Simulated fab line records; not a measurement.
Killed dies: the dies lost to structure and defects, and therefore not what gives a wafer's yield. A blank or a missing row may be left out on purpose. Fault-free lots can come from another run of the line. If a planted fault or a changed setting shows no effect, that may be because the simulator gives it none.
fab line records | flow nand-harc
record lots=11 wafers=33 last-day=33
route steps=1302 shown A_STAIRCASE@670 END@1302
lots that met no fault: from a run of the same line without faults
start-h: hours from the record's first day to the start of the lot's first wafer shown | wait-h: how many hours have passed since the lot's step before this one | " repeats the value in the row above | L1.1+2: a single row standing in for several wafers | - value missing, or start not given | * or withheld: withheld | < > ~ a bound
route shown NAME@n: NAME is a module with steps in the file, n the number in the route of the first one | usual: mean/standard deviation of fault-free wafers | same: alike in all rows | chamber/n: place in a boat | sites: the reading at each site | _std_site: standard deviation across them | _edge_site: mean of outer sites minus mean of inner sites | radius-mm: how far each site lies from the wafer's centre | mask NAME#n: copy n | behind: the most recent tool/chamber to have shaped the wafer | hold: why the lot went on hold/how many hours it stayed there/how the hold came to an end | device: the transistor (n, p or np) that didn't switch | end of line: the tests these same wafers got at the end of their route | where a step has no rows: the recipe by itself | killed: dies that structure and defects cost at the first sort, which is not the same as the wafer's yield | map: shows each die of a wafer: x if killed, . if not, _ if none is there
set.NAME: the setting the step ran with; set.NAME@STEP: the setting that earlier step ran with | model.NAME: the simulator's own value behind a step, which no gauge read
route steps across a sampled set of lots; one table per step, one row per wafer
services: a tool's chamber out of use, with start hour (start-h, from the record's first day; less than 0 if before it), hours out, and reason
## steps
# step NHARC_A_STAIRCASE_TRIM_14
# recipe time-s=211.2 o2-flow-sccm=500 ar-flow-sccm=0 bias-w=0 chemistry=O2
# usual chamber-pressure-mTorr=60.01/0.057 drypump-motor-current-A=5.8/0.53 oes-product-au=1.000/0.0098 rf-vpp-V=57.6/0.9 showerhead-plenum-p-Torr=3.50/0.17 throttle-valve-pct=17.037/0.0083
# same bias-w=0
# columns lot.wafer tool chamber start-h wait-h chamber-pressure-mTorr drypump-motor-current-A oes-product-au rf-hours-counter-h rf-vpp-V showerhead-plenum-p-Torr throttle-valve-pct
L429.2 rie-diel-05 3 - - 59.89 4.9 0.992 38 56.3 3.29 17.039
L429.3 " 0 " " 59.99 5.5 1.005 38 57.2 3.66 17.026
L429.5 " 3 " " 59.85 4.9 1.005 - 57.1 3.29 17.036
L430.4 rie-diel-05 3 - - 60.05 5.0 0.996 40 57.8 3.29 17.043
L430.2 " 0 " " 60.08 5.5 0.998 39 56.3 3.66 17.042
L430.1 " 2 " " 59.96 6.4 0.988 35 57.2 3.37 17.049
L440.1 rie-diel-04 0 - - 59.89 5.2 0.994 37 56.4 3.34 17.044
L440.3 " 1 " " 60.02 5.4 1.017 36 59.4 3.76 17.042
L440.6 " 3 " " 60.02 6.2 0.996 - 58.3 3.49 17.042
L441.1 rie-diel-11 2 - - 60.02 5.5 0.992 12 57.3 3.29 17.042
L441.6 " 0 " " 60.02 6.4 1.012 - 58.3 3.47 17.046
L441.5 " 1 " " 60.05 5.8 0.994 - 57.5 3.64 17.043
L443.3 rie-diel-05 2 - - 60.04 6.4 0.999 15 56.3 3.35 17.046
L443.6 " 0 " " 59.97 5.5 1.001 - 56.7 3.64 17.036
L443.5 " 1 " " 59.96 6.7 1.000 - 58.6 3.41 17.038
L444.4 rie-diel-05 2 - - 60.00 6.3 1.008 21 56.3 3.35 17.053
L444.3 " 3 " " 60.10 4.9 1.006 34 57.3 3.79 17.051
L444.6 " 1 " " 60.07 6.7 0.990 - 56.6 3.41 17.033
L445.2 rie-diel-04 2 - - 59.95 5.7 0.982 48 58.9 3.52 17.037
L445.4 " 1 " " 59.99 5.4 0.999 50 57.5 3.75 17.046
L445.5 " 2 " " 59.98 5.7 0.984 - 58.2 3.52 17.022
L446.1 rie-diel-11 1 - - 60.06 5.8 0.981 21 57.4 3.63 17.030
L446.3 " 3 " " 59.99 5.8 0.996 19 58.6 3.80 17.036
L446.2 " 0 " " 59.95 6.5 1.000 20 57.2 3.47 17.028
L448.3 rie-diel-04 3 - - 60.04 6.2 1.003 0 57.4 3.48 17.035
L448.1 " 2 " " 59.97 5.7 1.003 0 57.7 3.52 17.032
L448.4 " 1 " " 59.97 5.4 0.995 - 57.9 3.74 17.030
L449.1 rie-diel-05 1 - - 60.03 6.6 0.973 47 58.3 3.40 17.046
L449.2 " 2 " " 60.00 6.3 1.000 32 57.2 3.35 17.020
L449.3 " 3 " " 59.92 5.0 1.000 46 58.1 3.78 17.036
L452.3 rie-diel-04 1 - - 59.99 5.4 1.005 16 59.2 3.73 17.038
L452.2 " 3 " " 59.93 6.3 1.007 14 56.9 3.47 17.046
L452.5 " 1 " " 60.06 5.4 0.991 - 59.4 3.73 17.046
# step NHARC_A_STAIRCASE_TRIM_16
# recipe time-s=211.2 o2-flow-sccm=500 ar-flow-sccm=0 bias-w=0 chemistry=O2
# usual chamber-pressure-mTorr=59.99/0.056 drypump-motor-current-A=5.8/0.53 oes-product-au=1.002/0.01 rf-vpp-V=57.7/0.93 showerhead-plenum-p-Torr=3.51/0.17 throttle-valve-pct=17.036/0.0087
# same bias-w=0
# columns lot.wafer tool chamber start-h wait-h chamber-pressure-mTorr drypump-motor-current-A oes-product-au rf-hours-counter-h rf-vpp-V showerhead-plenum-p-Torr throttle-valve-pct
L429.2 rie-diel-05 3 - - 59.90 5.0 0.985 38 57.8 3.29 17.027
L429.3 " 0 " " 59.93 5.5 1.000 38 59.5 3.66 17.042
L429.5 " 2 " " 60.04 6.3 0.996 - 57.4 3.37 17.044
L430.1 rie-diel-05 3 - - 59.94 5.0 0.987 40 56.6 3.29 17.037
L430.2 " 0 " " 59.99 5.5 0.996 40 57.4 3.66 17.022
L430.4 " 2 " " 60.02 6.3 0.976 35 57.2 3.37 17.048
L440.3 rie-diel-04 0 - - 59.98 5.2 1.008 37 58.4 3.34 17.032
L440.1 " 2 " " 59.97 5.7 0.999 36 57.3 3.53 17.034
L440.6 " 1 " " 59.97 5.3 1.014 - 57.9 3.76 17.030
L441.1 rie-diel-11 0 - - 59.96 6.5 1.008 12 58.0 3.47 17.040
L441.6 " 2 " " 59.96 5.5 1.009 - 58.3 3.29 17.039
L441.5 " 3 " " 59.88 5.8 1.009 - 56.4 3.80 17.046
L443.3 rie-diel-05 1 - - 60.02 6.6 0.992 29 56.9 3.41 17.042
L443.5 " 2 " " 60.00 6.3 0.993 - 57.0 3.35 17.034
L443.6 " 3 " " 59.95 5.0 1.007 - 60.5 3.79 17.042
L445.2 rie-diel-04 2 - - 60.02 5.7 0.980 48 59.1 3.52 17.044
L445.4 " 3 " " 60.05 6.3 1.005 47 57.3 3.49 17.037
L445.5 " 3 " " 60.02 6.3 1.003 - 57.8 3.49 17.026
L446.1 rie-diel-11 0 - - 59.93 6.5 0.998 20 57.7 3.47 17.040
L446.2 " 1 " " 60.07 5.8 0.984 21 57.9 3.63 17.037
L446.3 " 3 " " 59.92 5.8 1.001 19 59.0 3.80 17.030
L444.4 rie-diel-05 2 - - 59.86 6.3 0.996 23 58.4 3.35 17.032
L444.3 " 0 " " 59.97 5.5 0.991 41 58.0 3.63 17.033
L444.6 " 2 " " 60.03 6.3 1.006 - 57.6 3.35 17.020
L448.3 rie-diel-04 2 - - 59.93 5.7 0.999 0 58.7 3.51 17.033
L448.1 " 3 " " 59.96 6.2 1.006 0 58.3 3.48 17.058
L448.4 " 3 " " 59.95 6.2 1.016 - 57.0 3.48 17.038
L449.2 rie-diel-05 0 - - 60.06 5.5 0.995 51 58.4 3.62 17.028
L449.3 " 1 " " 60.01 6.7 0.983 47 58.5 3.40 17.036
L449.1 " 2 " " 60.00 6.3 0.999 32 57.9 3.35 17.032
L452.2 rie-diel-04 0 - - 60.06 5.2 1.012 4 56.6 3.33 17.045
L452.3 " 1 " " 60.04 5.4 1.010 16 57.8 3.73 17.040
L452.5 " 3 " " 59.98 6.2 1.017 - 57.8 3.47 17.033
# step NHARC_A_STAIRCASE_TRIM_22
# recipe time-s=211.2 o2-flow-sccm=500 ar-flow-sccm=0 bias-w=0 chemistry=O2
# usual bias-w=0/0 chamber-pressure-mTorr=60.00/0.052 drypump-motor-current-A=5.9/0.48 oes-product-au=1.001/0.0094 rf-vpp-V=57.8/0.95 showerhead-plenum-p-Torr=3.51/0.17 throttle-valve-pct=17.037/0.0087
# columns lot.wafer tool chamber start-h wait-h bias-w chamber-pressure-mTorr drypump-motor-current-A oes-product-au rf-hours-counter-h rf-vpp-V showerhead-plenum-p-Torr throttle-valve-pct
L429.3 rie-diel-04 1 354.38 - 0 59.96 5.4 0.999 54 58.0 3.78 17.041
L429.2 " 2 " " 0 59.93 5.7 0.993 54 59.7 3.55 17.031
L429.5 " 2 " " 0 60.05 5.7 0.996 - 57.8 3.55 17.037
L430.1 rie-diel-05 1 362.65 - 0 60.02 6.7 0.997 38 58.3 3.44 17.026
L430.4 " 2 " " 0 59.95 6.4 0.995 36 56.8 3.37 17.057
L430.2 " 3 " " 0 60.04 4.9 1.000 41 57.1 3.29 17.044
L440.1 rie-diel-11 0 470.02 - - - - - - - - -
L440.3 " 3 " " - - - - - - - -
L440.6 " 0 " " - - - - - - - -
L441.1 rie-diel-04 2 483.48 - - - - - - - - -
L441.5 " 3 " " - - - - - - - -
L441.6 " 0 " " - - - - - - - -
L443.3 rie-diel-11 2 493.04 - 0 59.96 5.6 1.003 15 58.1 3.29 17.032
L443.5 " 0 " " 0 60.03 6.5 1.003 - 58.7 3.47 17.025
L443.6 " 1 " " 0 60.04 5.8 0.986 - 59.0 3.63 17.028
L445.2 rie-diel-11 3 513.79 - 0 59.86 5.8 1.000 19 58.6 3.80 17.039
L445.4 " 2 " " 0 59.95 5.6 1.013 20 56.9 3.28 17.024
L445.5 " 0 " " 0 59.99 6.4 0.994 - 58.9 3.46 17.027
L446.3 rie-diel-04 3 514.17 - 0 60.07 6.3 1.001 48 58.0 3.49 17.039
L446.2 " 0 " " 0 59.97 5.2 1.011 50 57.7 3.33 17.051
L446.1 " 1 " " 0 60.05 5.4 1.009 51 58.4 3.75 17.045
L444.3 rie-diel-04 2 517.59 - 0 60.07 5.7 0.988 49 56.6 3.52 17.042
L444.4 " 0 " " 0 59.99 5.2 1.008 52 56.1 3.33 17.037
L444.6 " 2 " " 0 59.96 5.7 0.985 - 56.6 3.52 17.035
L448.3 rie-diel-11 3 545.03 - 0 60.02 5.9 0.996 31 59.3 3.79 17.027
L448.4 " 0 " " 0 59.98 6.5 1.009 35 58.5 3.46 17.041
L448.1 " 2 " " 0 60.01 5.6 0.996 34 57.3 3.28 17.042
L449.2 rie-diel-11 3 549.37 - 0 60.02 5.8 1.018 32 57.5 3.79 17.036
L449.3 " 0 " " 0 60.01 6.4 1.008 36 58.4 3.46 17.026
L449.1 " 1 " " 0 60.01 5.8 1.003 39 59.0 3.62 17.025
L452.2 rie-diel-04 1 589.84 - 0 60.05 5.4 0.998 18 58.7 3.73 17.036
L452.3 " 2 " " 0 60.03 5.7 1.007 16 58.4 3.51 17.048
L452.5 " 1 " " 0 59.98 5.4 1.001 - 57.5 3.73 17.044
# step NHARC_A_STAIRCASE_ETCH_23
# recipe target-depth-a=1000 time-s=40.5 ion-energy-ev=400 c4f8-flow-sccm=20 o2-flow-sccm=10 ar-flow-sccm=withheld rf-w=600 bias-w=1000 chemistry=C4F8/O2
# usual oes-product-au=0.948/0.013 rf-vpp-V=895/6.3
# columns lot.wafer tool chamber start-h wait-h oes-product-au rf-hours-counter-h rf-vpp-V
L429.2 rie-diel-04 2 - - 0.945 54 896
L429.3 " 3 " " 0.958 56 896
L429.5 " 2 " " 0.931 - 896
L430.4 rie-diel-05 2 - - 0.928 36 892
L430.2 " 3 " " 0.928 41 885
L430.1 " 0 " " 0.919 41 899
L440.1 rie-diel-11 1 - - 0.951 8 900
L440.3 " 2 " " 0.969 9 888
L440.6 " 0 " " 0.958 - 894
L441.1 rie-diel-04 1 - - 0.959 40 904
L441.5 " 3 " " 0.959 - 894
L441.6 " 0 " " 0.955 - 888
L443.3 rie-diel-11 1 - - 0.929 15 899
L443.5 " 1 " " 0.936 - 901
L443.6 " 2 " " 0.939 - 887
L445.2 rie-diel-11 0 - - 0.938 20 894
L445.4 " 1 " " 0.944 21 901
L445.5 " 3 " " 0.942 - 906
L446.3 rie-diel-04 2 - - 0.935 49 895
L446.1 " 3 " " 0.938 48 895
L446.2 " 0 " " 0.940 51 889
L444.3 rie-diel-04 0 - - 0.958 52 889
L444.4 " 2 " " 0.927 50 895
L444.6 " 3 " " 0.940 - 895
L448.4 rie-diel-11 0 - - 0.951 35 893
L448.3 " 2 " " 0.964 34 886
L448.1 " 3 " " 0.961 31 906
L449.1 rie-diel-11 1 - - 0.940 39 899
L449.3 " 3 " " 0.946 32 905
L449.2 " 0 " " 0.945 36 893
L452.2 rie-diel-04 0 - - 0.956 5 888
L452.3 " 3 " " 0.948 16 897
L452.5 " 0 " " 0.954 - 887
# step NHARC_END_SORT_01
# recipe temp-c=25
# usual killed-at-array=64/16 killed-at-other=1.0/1.1 killed-at-periphery=3.5/2.3 killed-dies=69/17 killed-open=3.2/1.6 killed-short=2.4/1.6
# same gross-dies=677
# columns lot.wafer tool chamber start-h wait-h killed-at-array killed-at-other killed-at-periphery killed-dies killed-open killed-short
L440.1 prober-01 0 674.37 2.5 673 1 3 677 6 1
L440.3 prober-01 0 675.99 3.1 674 1 2 677 3 4
L440.6 prober-01 0 678.41 4.0 675 2 0 677 4 3
L441.1 prober-01 0 699.19 2.5 674 2 1 677 2 1
L441.5 prober-01 0 702.41 3.7 673 1 3 677 7 2
L441.6 prober-01 0 703.21 4.0 672 1 4 677 3 1
L444.3 prober-01 0 725.95 3.1 52 0 3 55 1 1
# killed by level:class
L440.1 A_STAIRCASE:area-trim=626 A_SLIT:chamber-film-flake=33 A_CHANNEL_HOLE_D1:chamber-film-flake=6 A_CONTACT:chamber-film-flake=2 P_M0:geometric-particle:open=1 A_ONON_D1:geometric-particle:open=1 A_CHANNEL_HOLE_D1:geometric-particle:open=1 A_CHANNEL_FILL_D1:geometric-particle:open=1
L440.3 A_STAIRCASE:area-trim=621 A_SLIT:chamber-film-flake=34 A_CHANNEL_HOLE_D1:chamber-film-flake=8 A_CONTACT:chamber-film-flake=4 P_M0:geometric-particle:short=1 P_M2:geometric-particle:open=1 A_CHANNEL_FILL_D1:geometric-particle:open=1 A_CHANNEL_FILL_D1:geometric-particle:short=1
L440.6 A_STAIRCASE:area-trim=626 A_SLIT:chamber-film-flake=27 A_CHANNEL_HOLE_D1:chamber-film-flake=8 A_CONTACT:chamber-film-flake=4 A_ONON_D1:geometric-particle:open=2 A_CHANNEL_FILL_D1:geometric-particle:short=2 THIN_TSV:chamber-film-flake=2 A_CHANNEL_HOLE_D1:geometric-particle:short=1
L441.1 A_STAIRCASE:area-trim=630 A_CHANNEL_HOLE_D2:chamber-film-flake=23 A_CHANNEL_HOLE_D1:chamber-film-flake=10 A_CONTACT:chamber-film-flake=6 A_SLIT:chamber-film-flake=2 THIN_TSV:chamber-film-flake=2 P_M0:geometric-particle:short=1 A_CHANNEL_HOLE_D2:geometric-particle:open=1
L441.5 A_STAIRCASE:area-trim=616 A_CHANNEL_HOLE_D2:chamber-film-flake=29 A_CHANNEL_HOLE_D1:chamber-film-flake=7 A_CONTACT:chamber-film-flake=7 A_SLIT:chamber-film-flake=4 A_DECK1_JOINT:chamber-film-flake=3 A_ONON_D2:geometric-particle:open=2 P_CONTACT:geometric-particle:open=1
L441.6 A_STAIRCASE:area-trim=621 A_CHANNEL_HOLE_D2:chamber-film-flake=22 A_CHANNEL_HOLE_D1:chamber-film-flake=13 A_SLIT:chamber-film-flake=4 A_STAIRCASE:chamber-film-flake=3 A_CONTACT:chamber-film-flake=3 A_ONON_D2:geometric-particle:open=2 P_ZERO_WELL:chamber-film-flake=2
L444.3 A_CHANNEL_HOLE_D2:chamber-film-flake=29 A_CHANNEL_HOLE_D1:chamber-film-flake=12 A_CONTACT:chamber-film-flake=4 A_STAIRCASE:chamber-film-flake=2 A_SLIT:chamber-film-flake=2 P_ZERO_WELL:geometric-particle:short=1 P_M2:geometric-particle:open=1 P_GATE:chamber-film-flake=1
## services
# columns tool chamber start-h hours kind
rie-diel-04 0 336.38 - clean
rie-diel-04 1 336.38 - clean
rie-diel-04 2 336.38 - clean
rie-diel-04 3 336.38 - clean
rie-diel-04 - 354.97 9.0 pm
rie-diel-04 0 354.97 9.0 vent-cycle
rie-diel-04 1 354.97 9.0 vent-cycle
rie-diel-04 2 354.97 9.0 vent-cycle
rie-diel-04 3 354.97 9.0 vent-cycle
rie-diel-04 0 363.97 - clean
rie-diel-04 1 363.97 - clean
rie-diel-04 1 363.97 - consumable-replace:focus-ring
rie-diel-04 2 363.97 - clean
rie-diel-04 3 363.97 - clean
rie-diel-04 - 365.64 0.3 repair
rie-diel-05 0 386.85 20.6 repair
rie-diel-04 0 389.11 - clean
rie-diel-04 1 389.11 - clean
rie-diel-05 - 406.65 9.0 pm
rie-diel-11 - 432.64 9.0 pm
rie-diel-05 2 452.12 16.0 repair
rie-diel-04 0 518.99 65.0 repair
rie-diel-04 - 533.58 9.0 pm
rie-diel-05 - 583.65 9.0 pm
## key
first-sign step=NHARC_A_STAIRCASE_TRIM_22 reading=tool-record direction=missing
effect step=NHARC_END_SORT_01 reading=killed-at-array direction=up sigmas=37 usual=64 struck=674
more-kills-born-at NHARC_A_STAIRCASE_TRIM_22@rie-diel-11=1873 NHARC_A_STAIRCASE_TRIM_22@rie-diel-04=1867
met-at NHARC_A_STAIRCASE_TRIM_22
struck-lots L440,L441
later-rows-left-out L440.1,L440.3,L440.6,L441.1,L441.5,L441.6
tester-left-out L440,L441
not-acting-at NHARC_A_STAIRCASE_TRIM_14,NHARC_A_STAIRCASE_TRIM_16,NHARC_A_STAIRCASE_ETCH_23
onset-between 354.38 470.02
fault kind=skipped-step-whole tool=rie-diel-04,rie-diel-11 chamber=- onset-h=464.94 steps=NHARC_A_STAIRCASE_TRIM_22 scope=struck-lots-only
# tester-left-out: of these lots the tester's yield and bins aren't shown, on N5 and GAA mostly nor the transistor test; their killed dies are dies lost to structure and defects alone, not to doping, threshold or leakage, so they don't give the yield
# later-rows-left-out: the simulator's readings of these wafers behind a module that went badly wrong aren't trusted and aren't shown, but for the sort
